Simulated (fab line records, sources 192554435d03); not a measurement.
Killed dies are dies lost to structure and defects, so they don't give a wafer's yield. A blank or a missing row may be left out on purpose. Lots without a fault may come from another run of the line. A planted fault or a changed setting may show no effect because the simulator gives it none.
A struck lot beside a sound one | flow n5_finfet | 14 steps out of a route of 1938
Sound: wafers L370.1, L370.3, L370.6. Struck: wafers L380.3, L380.4, L380.6. The cause comes at the end.
At each step with rows: each side's tool, then ch and its chambers, then its first start. Under that, the readings that differ: sound wafers | struck wafers | difference of the means | sigmas: that difference in standard deviations of wafers without a fault.
alike: readings whose means differ by less than 2 such deviations, and words and numbers that are the same on both sides. not compared: withheld readings, readings that some wafer has no value for, bounds like >300 that may hide the same value, and numbers for which the record gives no deviation and whose values overlap.
The two part at a step that has a row with sigmas, a row that says differs or no value, or rows on one side only. Numbers that don't overlap but have no deviation are shown without sigmas and don't part them. A reading that every wafer of one side lacks parts them only if that side has two wafers or more.

first, 2 steps without rows for these wafers: N5_BEOL_M11_PRECLEAN_42 (cleans in residue remover, time 60 s); N5_BEOL_M11_SRD_43 (time 30 s).
N5_BEOL_M11_CD_MEAS_35: target cd 70 nm.
  sound on cd_sem-02, day 10 14:49; struck on cd_sem-01, day 13 11:07
  alike: cd_nm
N5_BEOL_M11_CURE_72: cures SiCOH lowk, time 120 s.
  sound on uv_cure-02 ch 0, day 10 15:13; struck on uv_cure-02 ch 2, day 13 11:16
  alike: lamp_power_pct, wafer_temp_C_max
then, 2 steps without rows for these wafers: N5_BEOL_M11_DEGAS_44 (time 60 s); N5_BEOL_M11_PRE_CLEAN_45 (time 30 s).
N5_BEOL_M11_ALD_74: deposits TaN, target thk 2 nm, pulse time 2 s, purge time 3 s.
  sound on ald_metal-04 ch 1,2,3, day 10 15:58; struck on ald_metal-01 ch 2,3, day 13 11:47
  alike: heater_power_w
N5_BEOL_M11_SURFACE_TREAT_76:
  sound on pvd_sputter-02, day 10 16:26; struck on pvd_sputter-01, day 13 12:06
  not compared: throttle_valve_pct
then, 1 step without rows for these wafers: N5_BEOL_M11_CVD_75 (deposits Co from CCTBA/H2, target thk 2 nm, time 138.9 s).
N5_BEOL_M11_SPUTTER_48: material Cu, target thk 12 nm, time 2 s.
  sound on pvd_sputter-02, day 10 16:55; struck on pvd_sputter-01, day 13 12:23
  alike: throttle_valve_pct
then, 1 step without rows for these wafers: N5_BEOL_M11_ECD_50 (material Cu, target thk 318 nm).
N5_BEOL_M11_ANNEAL_51: time 90 s.
  sound on rtp_anneal-01 ch 0, day 10 17:09; struck on rtp_anneal-02 ch 0, day 13 12:47
  alike: wafer_temp_C_max
N5_BEOL_M11_CMP_52: polishes, stops on SiCOH lowk, t overpolish 7 s, target thk 140 nm.
  sound on cmp-04 ch 0,2, day 10 17:57; struck on cmp-04 ch 1,2,3, day 13 13:01
  reading                      | sound             | struck            | difference | sigmas
  barrier_field_endpoint_s (s) | 28.1 28.9 29.5    | 29.6 31.2 30.6    | +1.6       | +3
  platen_rpm (rpm)             | 50.02 50.01 49.96 | 47.99 47.95 48.02 | -2.01      | -67
  alike: edge_zone_pressure_frac, motor_current_A, overpolish_run_s, time_to_endpoint_s
  not compared: pad_life_wafers
N5_PASSIVATION_PROBE_49:
  sound on prober-01, day 12 09:30; struck on prober-01, day 15 05:55
  alike: defect_limited_yield, killed_at_M0_to_M3, killed_at_M4_up, killed_at_contacts, killed_at_front_end, killed_at_other, killed_dies, killed_open, killed_short, sort_bin_5_function, sort_bin_6_memory, sort_n_pass, sort_yield_pct

WHERE THEY PART
Only at N5_BEOL_M11_CMP_52, within this record. Later steps at which nothing parts them and some readings are alike: N5_PASSIVATION_PROBE_49.

WHY: what the simulator had put in
Process parameter drift: cmp-04, from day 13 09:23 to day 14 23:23, at N5_BEOL_M11_CMP_52. Setting platen_rpm, moved by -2, from 50. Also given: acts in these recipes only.
